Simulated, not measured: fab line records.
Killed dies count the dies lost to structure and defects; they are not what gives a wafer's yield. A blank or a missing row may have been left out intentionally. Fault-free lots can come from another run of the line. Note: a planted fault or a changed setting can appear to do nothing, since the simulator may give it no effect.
Chamber matching || flow n5 finfet || 4 sister chambers for N5_FIN_SAQP_ETCH_52 on rie diel-06
The step etches SOC in N2/H2, target depth 100 nm, overetch 20 nm, time 150 s. 4 wafers are shown with their chamber, then 7 later ones without.

WAFERS, EACH WITH ITS CHAMBER
{"wafer": "L079.6", "chamber": 3, "showerhead plenum p Torr (Torr)": 2.67}
{"wafer": "L081.3", "chamber": 1, "showerhead plenum p Torr (Torr)": 2.62}
{"wafer": "L087.1", "chamber": 2, "showerhead plenum p Torr (Torr)": 2.58}
{"wafer": "L087.2", "chamber": 0, "showerhead plenum p Torr (Torr)": 2.47}

WAFERS WITHOUT THEIR CHAMBER
{"wafer": "L087.5", "showerhead plenum p Torr (Torr)": 2.58}
{"wafer": "L092.2", "showerhead plenum p Torr (Torr)": 2.61}
{"wafer": "L092.4", "showerhead plenum p Torr (Torr)": 2.66}
{"wafer": "L092.5", "showerhead plenum p Torr (Torr)": 2.66}
{"wafer": "L096.1", "showerhead plenum p Torr (Torr)": 2.60}
{"wafer": "L096.3", "showerhead plenum p Torr (Torr)": 2.65}
{"wafer": "L096.4", "showerhead plenum p Torr (Torr)": 2.60}

CHAMBER TAKEN BY EACH
{"wafer": "L087.5", "from the rows above": 2, "in truth": 2}
{"wafer": "L092.2", "from the rows above": "can't be placed: 1 or 2", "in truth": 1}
{"wafer": "L092.4", "from the rows above": 3, "in truth": 3}
{"wafer": "L092.5", "from the rows above": 3, "in truth": 3}
{"wafer": "L096.1", "from the rows above": "can't be placed: 1 or 2", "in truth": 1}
{"wafer": "L096.3", "from the rows above": "can't be placed: 3 or 1", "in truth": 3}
{"wafer": "L096.4", "from the rows above": "can't be placed: 1 or 2", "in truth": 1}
Correct placement for 3 of the 7. These rows do not allow placing 4 (true chamber among the candidates in 4). Placed wrongly: 0.
How it was worked out, from the rows above alone: a wafer's distance from a chamber is the root of the sum, over the readings, of the square of ((its reading less the chamber's mean) divided by the reading's scatter). If the next closest chamber is less than 2 further off than the closest, the wafer can't be placed; otherwise it belongs to the closest. The mean given for a chamber averages the wafers shown for that chamber. The scatter: root of mean squared gap, hidden wafer to nearest shown wafer, with one shown wafer a chamber.
